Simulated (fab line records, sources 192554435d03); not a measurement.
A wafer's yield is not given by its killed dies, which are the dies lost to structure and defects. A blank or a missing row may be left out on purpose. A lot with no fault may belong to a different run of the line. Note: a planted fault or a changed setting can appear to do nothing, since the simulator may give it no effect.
fab line records -- flow n5Finfet
record lots=7, wafers=21
route steps=1938 shown GATE_CUT@469 MOL_CONTACT_COAG@519 BEOL_M0_SAQP@636 BEOL_M0_CUTY@711 BEOL_M0@715 BEOL_M1@768
startH: hours from the record's first day to the start of the lot's first wafer shown -- waitH: how many hours have passed since the lot's step before this one -- " repeats the value in the row above -- L1.1+2: one row covering several wafers at once -- - no value, or no start was given -- * or withheld: withheld -- < > ~ a bound
route shown NAME@n: a module of which the file shows steps, and the number in the route of the first -- usual: mean/standard deviation of fault-free wafers -- same: alike in all rows -- chamber/n: place in a boat -- sites: each site's reading -- _std_site: the values' standard deviation -- _edge_site: mean of outer sites minus mean of inner sites -- radiusMm: for every site, how far away it sits from the centre of the wafer -- mask NAME#n: copy n -- behind: the tool/chamber that last shaped the wafer -- hold: reason for holding the lot/hours on hold/outcome of the hold -- device: the n, p or np transistor that did not switch -- end of line: the route-end tests of the same wafers -- for a step that has no rows: nothing shown but its recipe -- killed: the dies lost at the first sort to structure and to defects; this is not the yield of the wafer -- map: dies across one wafer; x = killed, . = not, _ = none there
set.NAME: the run value of the setting; set.NAME@STEP: its run value at that earlier step -- model.NAME: the simulator's own value behind a step, which no gauge read
lots where settings were altered on purpose, with a table for each step and a row for each wafer
## steps
# step N5_GATE_CUT_ETCH_58
# recipe chemistry=CH3F/O2, target=SiNx, targetDepthA=170, timeS=128.6, ionEnergyEv=50, pressureMtorr=30, sourceW=415, biasW=21, Ar_flow_sccm=150, CH3F_flow_sccm=30, O2_flow_sccm=20
# usual rfVppV=99.0/1
lot.wafer,tool,chamber,startH,waitH,set.biasW,rfVppV
L074.3,rieDiel-02,1,84.14,0.0,21,98.9
L074.5,rieDiel-02,0,84.14,0.0,21,99.8
L074.6,rieDiel-02,3,84.14,0.0,21,97.9
L076.1,rieDiel-04,3,96.87,0.0,21,99.3
L076.3,rieDiel-04,1,96.87,0.0,21,99.2
L076.5,rieDiel-04,2,96.87,0.0,21,98.3
L080.1,rieDiel-02,0,116.89,0.0,21,98.3
L080.3,rieDiel-02,3,116.89,0.0,23.47,106.0
L080.4,rieDiel-02,2,116.89,0.0,23.47,107.8
L083.1,rieDiel-03,2,134.98,0.0,23.68,105.3
L083.4,rieDiel-03,1,134.98,0.0,21,98.4
L083.5,rieDiel-03,1,134.98,0.0,21,99.2
L087.1,rieDiel-03,0,159.85,0.0,21,98.6
L087.5,rieDiel-03,1,159.85,0.0,21,99.2
L087.6,rieDiel-03,3,159.85,0.0,21,100.3
L090.1,rieDiel-03,1,180.17,0.0,21,99.4
L090.5,rieDiel-03,2,180.17,0.0,21,98.1
L090.6,rieDiel-03,3,180.17,0.0,21,100.0
L093.2,rieDiel-04,0,195.97,0.0,21,98.5
L093.4,rieDiel-04,2,195.97,0.0,21,98.3
L093.6,rieDiel-04,2,195.97,0.0,23.15,105.4
# step N5_MOL_CONTACT_COAG_COAT_58
# recipe resist=underlayer, tempC=205, timeS=60, spinRpm=1500, resistThkNm=10
lot.wafer,tool,chamber,startH,waitH,set.spinRpm,model.underlayer_of_MOL_CONTACT_COAG_COAT_58.thkNm
L074.3+5+6,lithoTrack-04,0,-,-,1500,10
L076.1+3+5,lithoTrack-04,0,-,-,1500,10
L080.1+3,lithoTrack-01,0,-,-,1572,9.8
L080.4,lithoTrack-01,0,-,-,1500,10
L083.1+4,lithoTrack-01,0,-,-,1570,9.8
L083.5,lithoTrack-01,0,-,-,1500,10
L087.1+6,lithoTrack-01,0,-,-,1500,10
L087.5,lithoTrack-01,0,-,-,1335,10.6
L090.1+6,lithoTrack-04,0,-,-,1500,10
L090.5,lithoTrack-04,0,-,-,1645,9.6
L093.2+4,lithoTrack-04,0,-,-,1400,10.4
L093.6,lithoTrack-04,0,-,-,1500,10
# step N5_MOL_CONTACT_COAG_COAT_02
# recipe resist=CAR-EUV, spinRpm=1500, resistThkNm=30
# step N5_MOL_CONTACT_COAG_EBR_04
# recipe solvent=PGMEA, ebrWidthMm=1.5
# step N5_MOL_CONTACT_COAG_DESCUM_13
# recipe chemistry=O2, timeS=7, sourcePowerW=50, biasPowerW=20, pressureMtorr=20, rfFrequencyHz=2.712e+07, tempC=40, resist=CAR-EUV, o2FlowSccm=225
# step N5_MOL_CONTACT_COAG_ETCH_59
# recipe chemistry=N2/H2, target=underlayer, targetDepthA=130, maskMaterial=CAR-EUV, timeS=10.4, ionEnergyEv=200, pressureMtorr=30, sourceW=840, biasW=150, n2FlowSccm=200, h2FlowSccm=200, ends=cleared
lot.wafer,tool,chamber,startH,waitH,set.spinRpm@MOL_CONTACT_COAG_COAT_58,model.CAR-EUV_of_MOL_CONTACT_COAG_COAT_02.thkNm,model.etch.depthNm
L074.3,rieDiel-01,3,92.53,0.0,1500,14.6,9.979
L074.5,rieDiel-01,1,92.53,0.0,1500,14.6,9.982
L074.6,rieDiel-01,2,92.53,0.0,1500,14.6,9.994
L076.1,rieDiel-01,1,105.32,0.0,1500,14.4,10.02
L076.3,rieDiel-01,2,105.32,0.0,1500,14.6,9.969
L076.5,rieDiel-01,2,105.32,0.0,1500,14.6,9.99
L080.1,rieDiel-06,3,124.88,0.0,1572,14.8,9.787
L080.3,rieDiel-06,0,124.88,0.0,1572,14.8,9.781
L080.4,rieDiel-06,2,124.88,0.0,1500,14.6,10
L083.1,rieDiel-05,1,142.65,0.0,1570,15,9.787
L083.4,rieDiel-05,0,142.65,0.0,1570,15,9.76
L083.5,rieDiel-05,2,142.65,0.0,1500,14.8,10.01
L087.1,rieDiel-01,2,167.29,0.0,1500,14.8,9.953
L087.5,rieDiel-01,1,167.29,0.0,1335,14,10.59
L087.6,rieDiel-01,0,167.29,0.0,1500,14.8,9.997
L090.1,rieDiel-05,0,188.38,0.0,1500,14.6,10.05
L090.5,rieDiel-05,0,188.38,0.0,1645,15,9.583
L090.6,rieDiel-05,1,188.38,0.0,1500,14.6,10.07
L093.2,rieDiel-06,3,203.18,0.0,1400,14.2,10.38
L093.4,rieDiel-06,1,203.18,0.0,1400,14,10.37
L093.6,rieDiel-06,2,203.18,0.0,1500,14.6,10
# step N5_MOL_CONTACT_COAG_ETCH_105
# recipe chemistry=CF4, target=SiARC, targetDepthA=156, maskMaterial=CAR-EUV, timeS=26, ionEnergyEv=80, pressureMtorr=40, sourceW=545, biasW=36, Ar_flow_sccm=100, cf4FlowSccm=100, ends=cleared
# usual rfVppV=183.8/1.1
lot.wafer,tool,chamber,startH,waitH,set.biasW,rfVppV
L074.3,rieDiel-01,3,92.55,0.0,36,183.6
L074.5,rieDiel-01,1,92.55,0.0,36,183.7
L074.6,rieDiel-01,2,92.55,0.0,36,184.4
L076.1,rieDiel-01,1,105.34,0.0,29.58,162.4
L076.3,rieDiel-01,2,105.34,0.0,29.58,162.6
L076.5,rieDiel-01,2,105.34,0.0,36,184.6
L080.1,rieDiel-06,3,124.90,0.0,36,182.5
L080.3,rieDiel-06,0,124.90,0.0,32.56,171.9
L080.4,rieDiel-06,2,124.90,0.0,32.56,171.4
L083.1,rieDiel-05,1,142.67,0.0,32.52,172.4
L083.4,rieDiel-05,0,142.67,0.0,32.52,172.2
L083.5,rieDiel-05,2,142.67,0.0,32.52,172.6
L087.1,rieDiel-01,2,167.31,0.0,33.22,173.9
L087.5,rieDiel-01,1,167.31,0.0,36,183.7
L087.6,rieDiel-01,0,167.31,0.0,36,183.4
L090.1,rieDiel-05,0,188.40,0.0,36,184.0
L090.5,rieDiel-05,0,188.40,0.0,36,183.6
L090.6,rieDiel-05,1,188.40,0.0,33.84,176.6
L093.2,rieDiel-06,3,203.20,0.0,36,183.3
L093.4,rieDiel-06,1,203.20,0.0,36,181.2
L093.6,rieDiel-06,2,203.20,0.0,36,185.6
# step N5_MOL_CONTACT_COAG_ALD_27
# recipe material=SiOC, targetThkA=170, tempC=400, aldPrecursorFamily=carbosiloxane, aldCoReactant=H2-plasma, pulseTimeS=1.5, timeS=2720, purgeTimeS=2, coReactantPurgeTimeS=2, aldCycles=340, pressureTorr=2
lot.wafer,tool,chamber,startH,waitH,set.timeS,model.SiOC_of_MOL_CONTACT_COAG_ALD_27.thkNm
L074.3+5+6,aldSin-04,"3,1,2",99.72,1.1,2720,17
L076.1+5,aldSin-03,"2,1",112.20,0.0,2720,17
L076.3,aldSin-03,1,112.20,0.0,2720,16.8
L080.1+3+4,aldSin-03,"2,0,3",132.16,0.7,2720,17
L083.1,aldSin-03,3,150.74,0.0,2720,16.8
L083.4,aldSin-03,2,150.74,0.0,2945,17
L083.5,aldSin-03,3,150.74,0.0,2945,16.8
L087.1+5,aldSin-03,"2,1",175.69,0.3,2499,15.6
L087.6,aldSin-03,0,175.69,0.3,2720,17
L090.1+5+6,aldSin-04,"0,0,1",195.72,0.0,2720,17
L093.2,aldSin-04,3,209.16,0.2,2720,17.2
L093.4+6,aldSin-04,2,209.16,0.2,2455,15.4
# step N5_BEOL_M0_SAQP_PECVD_96
# recipe material=a-Si, targetThkA=450, tempC=350, precursor=SiH4/He, pressureTorr=3, rfW=100, timeS=45.2
lot.wafer,tool,chamber,startH,waitH,set.timeS,model.a-Si_of_BEOL_M0_SAQP_PECVD_96.thkNm
L074.3,pecvd-03,1,113.03,0.0,45.2,44.2
L074.5,pecvd-03,0,113.03,0.0,45.2,44.6
L074.6,pecvd-03,2,113.03,0.0,45.2,45
L076.1,pecvd-04,0,123.56,0.0,39.64,38.8
L076.3,pecvd-04,2,123.56,0.0,45.2,44.6
L076.5,pecvd-04,1,123.56,0.0,45.2,45.2
L080.1,pecvd-01,1,142.30,0.0,45.2,44.4
L080.3,pecvd-01,0,142.30,0.0,45.2,44.6
L080.4,pecvd-01,0,142.30,0.0,45.2,45
L083.1,pecvd-03,0,162.29,0.0,40.71,40
L083.4,pecvd-03,2,162.29,0.0,45.2,45.2
L083.5,pecvd-03,1,162.29,0.0,45.2,45.8
L087.1,pecvd-04,0,187.21,0.0,45.2,44.2
L087.5+6,pecvd-04,"2,0",187.21,0.0,48.6,49
L090.1,pecvd-03,1,205.64,0.0,40.26,40.2
L090.5+6,pecvd-03,"0,1",205.64,0.0,45.2,45.4
L093.2,pecvd-03,0,220.01,0.0,41.54,41.6
L093.4,pecvd-03,0,220.01,0.0,45.2,45.8
L093.6,pecvd-03,2,220.01,0.0,45.2,44.8
# step N5_BEOL_M0_SAQP_SPACER2_ALD_26
# recipe material=SiO2, targetThkA=150, tempC=300, aldPrecursorFamily=BDEAS, aldCoReactant=O2-plasma, pulseTimeS=1, purgeTimeS=2, coReactantPurgeTimeS=2, pressureTorr=2
lot.wafer,tool,chamber,startH,waitH,set.targetThkA,set.timeS@BEOL_M0_SAQP_PECVD_96,model.a-Si_of_BEOL_M0_SAQP_PECVD_96.thkNm,model.SiO2_of_BEOL_M0_SAQP_SPACER2_ALD_26.thkNm
L074.3,aldSin-03,0,116.41,0.1,150,45.2,43.4,15
L074.5,aldSin-03,2,116.41,0.1,150,45.2,44,15.2
L074.6,aldSin-03,1,116.41,0.1,150,45.2,44.2,15
L076.1,aldSin-03,1,127.26,0.1,150,39.64,38,15
L076.3,aldSin-03,3,127.26,0.1,133.3,45.2,43.8,13.2
L076.5,aldSin-03,0,127.26,0.1,150,45.2,44.4,15
L080.1,aldSin-01,2,145.81,0.1,150,45.2,43.8,15
L080.3,aldSin-01,1,145.81,0.1,155.5,45.2,43.8,15.4
L080.4,aldSin-01,3,145.81,0.1,150,45.2,44.2,15
L083.1,aldSin-03,1,165.54,0.1,150,40.71,39.2,15
L083.4,aldSin-03,0,165.54,0.1,150,45.2,44.4,15
L083.5,aldSin-03,1,165.54,0.1,150,45.2,45,15
L087.1,aldSin-01,0,190.65,0.1,141.7,45.2,43.6,14
L087.5,aldSin-01,3,190.65,0.1,150,48.6,48.2,15
L087.6,aldSin-01,0,190.65,0.1,141.7,48.6,48.2,14
L090.1,aldSin-01,3,209.21,0.1,150,40.26,39.4,15
L090.5,aldSin-01,0,209.21,0.1,150,45.2,44.8,15
L090.6,aldSin-01,3,209.21,0.1,150,45.2,44.6,15
L093.2,aldSin-01,1,223.34,0.1,150,41.54,40.8,15
L093.4,aldSin-01,2,223.34,0.1,150,45.2,45,15
L093.6,aldSin-01,3,223.34,0.1,150,45.2,44.2,15
# step N5_BEOL_M0_SAQP_SPACER2_ETCHBACK_27
# recipe chemistry=CHF3/O2, mode=anisotropicEtchback, target=SiO2, targetDepthA=225, timeS=11.25, pressureMtorr=30, sourceW=650, biasW=170, Ar_flow_sccm=200, CHF3_flow_sccm=50, O2_flow_sccm=5, ionEnergyEv=200
# step N5_BEOL_M0_SAQP_MANDREL2_REMOVE_110
# recipe chemistry=HBr/Cl2/O2, btTimeS=10, target=a-Si, stopOn=SiCN, endpoint=OES-SiCl, overEtchFrac=1, icpW=600, biasW=30, HBr_flow_sccm=150, Cl2_flow_sccm=80, O2_flow_sccm=5, pressureMtorr=10
lot.wafer,tool,chamber,startH,waitH,set.targetThkA@BEOL_M0_SAQP_SPACER2_ALD_26,model.BEOL_M0_SAQP.cdNm
L074.3+6,rieSi-06,"0,1",117.04,0.1,150,15
L074.5,rieSi-06,0,117.04,0.1,150,15.2
L076.1+5,rieSi-05,"0,1",127.89,0.1,150,15.2
L076.3,rieSi-05,2,127.89,0.1,133.3,13.2
L080.1+4,rieSi-06,"3,2",147.08,0.1,150,15
L080.3,rieSi-06,1,147.08,0.1,155.5,15.6
L083.1,rieSi-05,2,166.20,0.1,150,15.2
L083.4+5,rieSi-05,"3,2",166.20,0.1,150,15
L087.1,rieSi-02,3,191.29,0.1,141.7,14
L087.5,rieSi-02,1,191.29,0.1,150,15
L087.6,rieSi-02,2,191.29,0.1,141.7,14.2
L090.1+5+6,rieSi-06,"1,2,3",210.11,0.1,150,15
L093.2+4+6,rieSi-06,"1,3,2",224.04,0.1,150,15
# step N5_BEOL_M0_SAQP_CD_MEAS_29
# recipe targetCdNm=14.4, landingEnergyEv=1000, detector=seInlens
# usual cdNm=14.98/0.23
lot.wafer,tool,chamber,startH,waitH,set.targetThkA@BEOL_M0_SAQP_SPACER2_ALD_26,cdNm
L074.3,cdSem-03,0,117.16,0.1,150,15.46
L074.5,cdSem-03,0,117.16,0.1,150,14.97
L074.6,cdSem-03,0,117.16,0.1,150,14.73
L076.1,cdSem-03,0,128.00,0.1,150,14.84
L076.3,cdSem-03,0,128.00,0.1,133.3,13.19
L076.5,cdSem-03,0,128.00,0.1,150,15.31
L080.1,cdSem-01,0,147.20,0.1,150,15.18
L080.3,cdSem-01,0,147.20,0.1,155.5,15.65
L080.4,cdSem-01,0,147.20,0.1,150,15.16
L083.1,cdSem-01,0,166.31,0.1,150,15.11
L083.4,cdSem-01,0,166.31,0.1,150,15.06
L083.5,cdSem-01,0,166.31,0.1,150,14.90
L087.1,cdSem-01,0,191.39,0.1,141.7,13.81
L087.5,cdSem-01,0,191.39,0.1,150,14.85
L087.6,cdSem-01,0,191.39,0.1,141.7,14.19
L090.1,cdSem-01,0,210.22,0.1,150,14.89
L090.5,cdSem-01,0,210.22,0.1,150,14.85
L090.6,cdSem-01,0,210.22,0.1,150,14.91
L093.2,cdSem-01,0,224.16,0.1,150,15.12
L093.4,cdSem-01,0,224.16,0.1,150,14.81
L093.6,cdSem-01,0,224.16,0.1,150,15.15
# step N5_BEOL_M0_SAQP_COAT_69
# recipe resist=SOC, tempC=250, timeS=60, spinRpm=1500, resistThkNm=90
lot.wafer,tool,chamber,startH,waitH,set.spinRpm,model.SOC_of_BEOL_M0_SAQP_COAT_69.thkNm
L074.3,lithoTrack-03,0,117.19,0.0,1500,90.2
L074.5,lithoTrack-03,0,117.19,0.0,1500,90
L074.6,lithoTrack-03,0,117.19,0.0,1500,90.4
L076.1,lithoTrack-02,0,128.04,0.0,1589,87.6
L076.3+5,lithoTrack-02,0,128.04,0.0,1500,90
L080.1,lithoTrack-02,0,147.23,0.0,1386,93.6
L080.3,lithoTrack-02,0,147.23,0.0,1500,89.8
L080.4,lithoTrack-02,0,147.23,0.0,1500,90
L083.1+5,lithoTrack-02,0,166.35,0.0,1500,89.8
L083.4,lithoTrack-02,0,166.35,0.0,1500,90.2
L087.1+5+6,lithoTrack-05,0,191.43,0.0,1500,90.2
L090.1+6,lithoTrack-05,0,210.26,0.0,1500,90.4
L090.5,lithoTrack-05,0,210.26,0.0,1407,93.2
L093.2,lithoTrack-05,0,224.19,0.0,1356,94.6
L093.4,lithoTrack-05,0,224.19,0.0,1500,90
L093.6,lithoTrack-05,0,224.19,0.0,1356,94
# step N5_BEOL_M0_SAQP_COAT_72
# recipe resist=SiARC, tempC=220, timeS=60, spinRpm=1500, resistThkNm=15
# step N5_BEOL_M0_SAQP_COAT_87
# recipe resist=underlayer, tempC=205, timeS=60, spinRpm=1500, resistThkNm=5
# step N5_BEOL_M0_CUTY_DESCUM_61
# recipe chemistry=O2, timeS=7.9, sourcePowerW=50, biasPowerW=20, pressureMtorr=20, rfFrequencyHz=2.712e+07, tempC=40, resist=CAR-ArF-block, o2FlowSccm=225
# step N5_BEOL_M0_CUTY_ETCH_62
# recipe chemistry=CF4, target=SiARC, maskMaterial=CAR-ArF-block, timeS=58.5, ionEnergyEv=80, pressureMtorr=40, sourceW=545, biasW=36, Ar_flow_sccm=100, cf4FlowSccm=100, ends=cleared
# step N5_BEOL_M0_CUTY_ETCH_63
# recipe chemistry=N2/H2, target=SOC, targetDepthA=827, overetchA=165, maskMaterial=SiARC, tempC=40, ionEnergyEv=200, timeS=124, pressureMtorr=30, sourceW=840, biasW=150, n2FlowSccm=200, h2FlowSccm=200
lot.wafer,tool,chamber,startH,waitH,set.spinRpm@BEOL_M0_SAQP_COAT_69,model.etch.depthNm
L074.3,rieDiel-01,0,118.93,0.0,1500,71.09
L074.5,rieDiel-01,0,118.93,0.0,1500,71.33
L074.6,rieDiel-01,3,118.93,0.0,1500,71.01
L076.1,rieDiel-05,0,130.41,0.0,1589,68.89
L076.3,rieDiel-05,2,130.41,0.0,1500,71.16
L076.5,rieDiel-05,3,130.41,0.0,1500,70.98
L080.1,rieDiel-01,1,149.22,0.0,1386,74.15
L080.3+4,rieDiel-01,"3,0",149.22,0.0,1500,71.12
L083.1,rieDiel-06,1,168.23,0.0,1500,71.01
L083.4,rieDiel-06,0,168.23,0.0,1500,70.95
L083.5,rieDiel-06,3,168.23,0.0,1500,70.6
L087.1,rieDiel-01,0,193.30,0.0,1500,71.67
L087.5,rieDiel-01,2,193.30,0.0,1500,70.86
L087.6,rieDiel-01,0,193.30,0.0,1500,71.29
L090.1,rieDiel-01,3,212.50,0.0,1500,71.16
L090.5,rieDiel-01,3,212.50,0.0,1407,73.99
L090.6,rieDiel-01,2,212.50,0.0,1500,70.98
L093.2,rieDiel-05,3,226.86,0.0,1356,75.55
L093.4,rieDiel-05,0,226.86,0.0,1500,70.45
L093.6,rieDiel-05,3,226.86,0.0,1356,74.68
# step N5_BEOL_M0_CUTY_STRIP_64
# recipe chemistry=N2/H2, tempC=40, n2FlowSccm=200, h2FlowSccm=200, rfFrequencyHz=6e+07
# step N5_BEOL_M0_ETCH_138
# recipe chemistry=CH3F/O2, targetDepthA=120, target=SiCN, timeS=31.6, ionEnergyEv=120, pressureMtorr=30, sourceW=395, biasW=75, Ar_flow_sccm=150, CH3F_flow_sccm=30, O2_flow_sccm=20, ends=cleared
lot.wafer,tool,chamber,startH,waitH,set.targetThkA@BEOL_M0_SAQP_SPACER2_ALD_26,model.SiO2_of_BEOL_M0_SAQP_SPACER2_ALD_26.thkNm
L074.3,rieDiel-01,0,119.05,0.0,150,5
L074.5+6,rieDiel-01,"0,3",119.05,0.0,150,5.2
L076.1+5,rieDiel-05,"0,3",130.53,0.0,150,5.2
L076.3,rieDiel-05,2,130.53,0.0,133.3,3.6
L080.1+4,rieDiel-01,"1,0",149.35,0.0,150,5.2
L080.3,rieDiel-01,3,149.35,0.0,155.5,5.8
L083.1,rieDiel-06,1,168.35,0.0,150,5
L083.4+5,rieDiel-06,"0,3",168.35,0.0,150,5.2
L087.1+6,rieDiel-01,0,193.42,0.0,141.7,4.2
L087.5,rieDiel-01,2,193.42,0.0,150,5
L090.1,rieDiel-01,3,212.62,0.0,150,5.2
L090.5+6,rieDiel-01,"3,2",212.62,0.0,150,5
L093.2+4,rieDiel-05,"3,0",226.98,0.0,150,5.2
L093.6,rieDiel-05,3,226.98,0.0,150,5
# step N5_BEOL_M0_HM_OPEN_105
# recipe chemistry=Cl2/BCl3, targetDepthA=120, target=TiN, ionEnergyEv=150, pressureMtorr=10, icpW=1000, biasW=126, Cl2_flow_sccm=53.25, bcl3FlowSccm=21.75, Ar_flow_sccm=25
lot.wafer,tool,chamber,startH,waitH,set.targetThkA@BEOL_M0_SAQP_SPACER2_ALD_26,model.SiO2_of_BEOL_M0_SAQP_SPACER2_ALD_26.thkNm
L074.3,rieMetal-02,1,120.14,1.0,150,2.6
L074.5+6,rieMetal-02,"1,0",120.14,1.0,150,2.8
L076.1+5,rieMetal-01,0,130.82,0.2,150,2.8
L076.3,rieMetal-01,1,130.82,0.2,133.3,1.6
L080.1+4,rieMetal-03,"0,1",149.45,0.1,150,2.8
L080.3,rieMetal-03,0,149.45,0.1,155.5,3.4
L083.1,rieMetal-01,1,173.93,5.5,150,2.6
L083.4+5,rieMetal-01,1,173.93,5.5,150,2.8
L087.1+6,rieMetal-02,"1,0",193.58,0.1,141.7,2
L087.5,rieMetal-02,1,193.58,0.1,150,2.6
L090.1,rieMetal-02,0,213.83,1.2,150,2.8
L090.5+6,rieMetal-02,"1,0",213.83,1.2,150,2.6
L093.2+4,rieMetal-02,0,227.36,0.3,150,2.8
L093.6,rieMetal-02,0,227.36,0.3,150,2.6
# step N5_BEOL_M1_ETCH_74
# recipe chemistry=N2/H2, target=underlayer, targetDepthA=65, maskMaterial=CAR-EUV, timeS=5.2, ionEnergyEv=200, pressureMtorr=30, sourceW=840, biasW=150, n2FlowSccm=200, h2FlowSccm=200, ends=cleared
# usual rfVppV=523.4/2.7
lot.wafer,tool,chamber,startH,waitH,set.biasW,rfVppV
L074.3,rieDiel-02,0,124.47,0.0,150,526.0
L074.5,rieDiel-02,0,124.47,0.0,150,526.6
L074.6,rieDiel-02,3,124.47,0.0,150,517.6
L076.1,rieDiel-03,1,137.20,0.0,150,523.9
L076.3,rieDiel-03,3,137.20,0.0,150,526.0
L076.5,rieDiel-03,0,137.20,0.0,150,520.3
L080.1,rieDiel-03,1,156.47,0.0,168.1,562.5
L080.3,rieDiel-03,0,156.47,0.0,168.1,561.0
L080.4,rieDiel-03,3,156.47,0.0,150,525.0
L083.1,rieDiel-02,2,179.33,0.0,159.6,547.4
L083.4,rieDiel-02,1,179.33,0.0,150,521.3
L083.5,rieDiel-02,3,179.33,0.0,159.6,541.7
L087.1,rieDiel-02,2,199.76,0.0,150,523.7
L087.5,rieDiel-02,2,199.76,0.0,173.4,573.8
L087.6,rieDiel-02,3,199.76,0.0,150,518.9
L090.1,rieDiel-03,2,218.37,0.0,150,519.3
L090.5,rieDiel-03,1,218.37,0.0,150,523.9
L090.6,rieDiel-03,0,218.37,0.0,150,520.8
L093.2,rieDiel-04,0,234.25,0.0,124.1,461.2
L093.4,rieDiel-04,0,234.25,0.0,124.1,461.1
L093.6,rieDiel-04,3,234.25,0.0,150,526.1
# step N5_BEOL_M1_VIA_ETCH_34
# recipe chemistry=C4F6/O2, targetDepthA=678, maskMaterial=SOC, pressureMtorr=15, ionEnergyEv=250, taperDeg=4, timeS=64.4, sourceW=350, biasW=170, Ar_flow_sccm=300, C4F6_flow_sccm=10, O2_flow_sccm=10
lot.wafer,tool,chamber,startH,waitH,set.timeS,model.etch.depthNm,model.SOC_of_BEOL_M1_COAT_67.thkNm
L074.3,rieDiel-03,2,126.82,0.0,64.4,66.64,52.6
L074.5,rieDiel-03,3,126.82,0.0,64.4,66.23,52.2
L074.6,rieDiel-03,0,126.82,0.0,64.4,67.71,52.6
L076.1,rieDiel-03,0,140.94,0.0,64.4,68.13,52.2
L076.3,rieDiel-03,3,140.94,0.0,64.4,66.84,52.2
L076.5,rieDiel-03,0,140.94,0.0,74.04,78.36,51
L080.1,rieDiel-04,1,158.29,0.0,78.17,80.6,50.6
L080.3,rieDiel-04,0,158.29,0.0,64.4,66.32,52.4
L080.4,rieDiel-04,2,158.29,0.0,78.17,82.69,50.6
L083.1,rieDiel-04,0,190.13,0.0,64.4,66.66,52.4
L083.4,rieDiel-04,2,190.13,0.0,64.4,67.44,52.4
L083.5,rieDiel-04,1,190.13,0.0,68.9,70.99,51.8
L087.1,rieDiel-03,3,210.26,0.0,71.13,73.76,51.2
L087.5,rieDiel-03,0,210.26,0.0,71.13,75.2,51.6
L087.6,rieDiel-03,1,210.26,0.0,64.4,69.21,52
L090.1,rieDiel-04,3,227.99,0.0,69.67,71.92,51.4
L090.5,rieDiel-04,3,227.99,0.0,64.4,66.69,52
L090.6,rieDiel-04,0,227.99,0.0,64.4,66.34,52.2
L093.2,rieDiel-02,3,240.94,0.0,69.08,74.13,51.4
L093.4,rieDiel-02,2,240.94,0.0,69.08,72.67,51.6
L093.6,rieDiel-02,3,240.94,0.0,64.4,68.82,52.2
# step N5_BEOL_M1_TRENCH_ETCH_37
# recipe chemistry=C4F6/O2, targetDepthA=552.07, target=SiOC, timeS=29, ionEnergyEv=250, pressureMtorr=30, sourceW=355, biasW=185, Ar_flow_sccm=300, C4F6_flow_sccm=10, O2_flow_sccm=10
# usual rfVppV=667/12
lot.wafer,tool,chamber,startH,waitH,set.biasW,rfVppV
L074.3,rieDiel-03,2,-,-,185,666
L074.5,rieDiel-03,3,-,-,185,655
L074.6,rieDiel-03,0,-,-,185,692
L076.1,rieDiel-03,0,-,-,185,692
L076.3,rieDiel-03,3,-,-,160.6,585
L076.5,rieDiel-03,0,-,-,185,692
L080.1,rieDiel-04,1,-,-,185,677
L080.3,rieDiel-04,0,-,-,174.3,626
L080.4,rieDiel-04,2,-,-,174.3,623
L083.1,rieDiel-04,0,-,-,198.5,693
L083.4,rieDiel-04,2,-,-,185,655
L083.5,rieDiel-04,1,-,-,198.5,715
L087.1,rieDiel-03,3,-,-,185,656
L087.5,rieDiel-03,0,-,-,185,691
L087.6,rieDiel-03,1,-,-,185,682
L090.1,rieDiel-04,3,-,-,185,657
L090.5,rieDiel-04,3,-,-,185,655
L090.6,rieDiel-04,0,-,-,196.3,686
L093.2,rieDiel-02,3,-,-,185,661
L093.4,rieDiel-02,2,-,-,185,669
L093.6,rieDiel-02,3,-,-,185,664
## key
split step=N5_GATE_CUT_ETCH_58, setting=biasW, stated=21, by=wafer
response step=N5_GATE_CUT_ETCH_58, reading=rfVppV, change=+0.631, per=1%, r=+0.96
split step=N5_MOL_CONTACT_COAG_COAT_58, setting=spinRpm, stated=1500, by=wafer
response step=N5_MOL_CONTACT_COAG_COAT_58, reading=model.underlayer_of_MOL_CONTACT_COAG_COAT_58.thkNm, change=-0.0495, per=1%, r=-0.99
response step=N5_MOL_CONTACT_COAG_ETCH_59, reading=model.CAR-EUV_of_MOL_CONTACT_COAG_COAT_02.thkNm, change=+0.0589, per=1%, r=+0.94
response step=N5_MOL_CONTACT_COAG_ETCH_59, reading=model.etch.depthNm, change=-0.0527, per=1%, r=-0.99
split step=N5_MOL_CONTACT_COAG_ETCH_105, setting=biasW, stated=36, by=wafer
response step=N5_MOL_CONTACT_COAG_ETCH_105, reading=rfVppV, change=+1.22, per=1%, r=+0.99
split step=N5_MOL_CONTACT_COAG_ALD_27, setting=timeS, stated=2720, by=wafer
response step=N5_MOL_CONTACT_COAG_ALD_27, reading=model.SiOC_of_MOL_CONTACT_COAG_ALD_27.thkNm, change=+0.13, per=1%, r=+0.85
split step=N5_BEOL_M0_SAQP_PECVD_96, setting=timeS, stated=45.2, by=wafer
response step=N5_BEOL_M0_SAQP_PECVD_96, reading=model.a-Si_of_BEOL_M0_SAQP_PECVD_96.thkNm, change=+0.514, per=1%, r=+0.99
response step=N5_BEOL_M0_SAQP_SPACER2_ALD_26, reading=model.a-Si_of_BEOL_M0_SAQP_PECVD_96.thkNm, change=+0.515, per=1%, r=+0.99
split step=N5_BEOL_M0_SAQP_SPACER2_ALD_26, setting=targetThkA, stated=150, by=wafer
response step=N5_BEOL_M0_SAQP_SPACER2_ALD_26, reading=model.SiO2_of_BEOL_M0_SAQP_SPACER2_ALD_26.thkNm, change=+0.161, per=1%, r=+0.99
response step=N5_BEOL_M0_SAQP_MANDREL2_REMOVE_110, reading=model.BEOL_M0_SAQP.cdNm, change=+0.175, per=1%, r=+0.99
response step=N5_BEOL_M0_SAQP_CD_MEAS_29, reading=cdNm, change=+0.163, per=1%, r=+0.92
response step=N5_BEOL_M0_ETCH_138, reading=model.SiO2_of_BEOL_M0_SAQP_SPACER2_ALD_26.thkNm, change=+0.145, per=1%, r=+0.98
response step=N5_BEOL_M0_HM_OPEN_105, reading=model.SiO2_of_BEOL_M0_SAQP_SPACER2_ALD_26.thkNm, change=+0.112, per=1%, r=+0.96
split step=N5_BEOL_M0_SAQP_COAT_69, setting=spinRpm, stated=1500, by=wafer
response step=N5_BEOL_M0_SAQP_COAT_69, reading=model.SOC_of_BEOL_M0_SAQP_COAT_69.thkNm, change=-0.452, per=1%, r=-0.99
response step=N5_BEOL_M0_CUTY_ETCH_63, reading=model.etch.depthNm, change=-0.442, per=1%, r=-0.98
split step=N5_BEOL_M1_ETCH_74, setting=biasW, stated=150, by=wafer
response step=N5_BEOL_M1_ETCH_74, reading=rfVppV, change=+3.48, per=1%, r=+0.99
split step=N5_BEOL_M1_VIA_ETCH_34, setting=timeS, stated=64.4, by=wafer
response step=N5_BEOL_M1_VIA_ETCH_34, reading=model.etch.depthNm, change=+0.679, per=1%, r=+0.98
response step=N5_BEOL_M1_VIA_ETCH_34, reading=model.SOC_of_BEOL_M1_COAT_67.thkNm, change=-0.081, per=1%, r=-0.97
split step=N5_BEOL_M1_TRENCH_ETCH_37, setting=biasW, stated=185, by=wafer
response step=N5_BEOL_M1_TRENCH_ETCH_37, reading=rfVppV, change=+7.58, per=1%, r=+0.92
